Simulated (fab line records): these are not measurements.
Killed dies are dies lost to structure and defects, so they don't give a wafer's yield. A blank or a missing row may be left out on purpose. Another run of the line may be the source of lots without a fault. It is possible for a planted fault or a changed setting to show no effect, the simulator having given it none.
Chamber matching :: flow nand harc :: NHARC_A_STAIRCASE_DEP_259 on pecvd-03: 3 sister chambers
The step deposits SiON, target thk 30 nm. 14 wafers are shown with their chamber, then 7 later ones without.

WAFERS PAIRED WITH THEIR CHAMBERS
wafer: L077.1
chamber: 1
heater power w (W): 800

wafer: L077.4
chamber: 2
heater power w (W): 659

wafer: L077.5
chamber: 1
heater power w (W): 792

wafer: L078.4
chamber: 0
heater power w (W): 675

wafer: L078.5
chamber: 2
heater power w (W): 704

wafer: L078.6
chamber: 1
heater power w (W): 784

wafer: L081.2
chamber: 1
heater power w (W): 773

wafer: L081.3
chamber: 0
heater power w (W): 644

wafer: L081.6
chamber: 2
heater power w (W): 733

wafer: L083.1
chamber: 2
heater power w (W): 761

wafer: L083.2
chamber: 0
heater power w (W): 709

wafer: L083.6
chamber: 0
heater power w (W): 731

wafer: L086.1
chamber: 2
heater power w (W): 734

wafer: L086.5
chamber: 1
heater power w (W): 674

SIGNATURES (means of the wafers above)
reading: heater power w
chamber 0: 689.75
chamber 1: 764.60
chamber 2: 718.20
scatter within a chamber: 43.7
Rule: a wafer lies at a distance from a chamber equal to the root of the sum of squares, over the readings, of (its reading less the chamber's mean, divided by the reading's scatter). If the next closest chamber is less than 2 further off than the closest, the wafer can't be placed; otherwise it belongs to the closest. The scatter: take each reading less its chamber's mean, square it, sum over the shown wafers, divide by the number of wafers less the number of chambers, and take the root.

WAFERS WHOSE CHAMBER IS MISSING
wafer: L086.6
heater power w (W): 727

wafer: L090.1
heater power w (W): 733

wafer: L090.2
heater power w (W): 791

wafer: L090.5
heater power w (W): 726

wafer: L095.2
heater power w (W): 718

wafer: L095.4
heater power w (W): 721

wafer: L095.6
heater power w (W): 725

WHICH CHAMBER EACH ONE RAN IN
wafer: L086.6
from the rows above: can't be placed: 2 or 0 or 1
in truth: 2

wafer: L090.1
from the rows above: can't be placed: 2 or 1 or 0
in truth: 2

wafer: L090.2
from the rows above: can't be placed: 1 or 2 or 0
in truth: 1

wafer: L090.5
from the rows above: can't be placed: 2 or 0 or 1
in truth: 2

wafer: L095.2
from the rows above: can't be placed: 2 or 0 or 1
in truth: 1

wafer: L095.4
from the rows above: can't be placed: 2 or 0 or 1
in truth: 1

wafer: L095.6
from the rows above: can't be placed: 2 or 0 or 1
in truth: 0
Correctly placed: 0 of 7. These rows do not allow placing 7 (true chamber among the candidates in 7). Placed wrongly: 0.
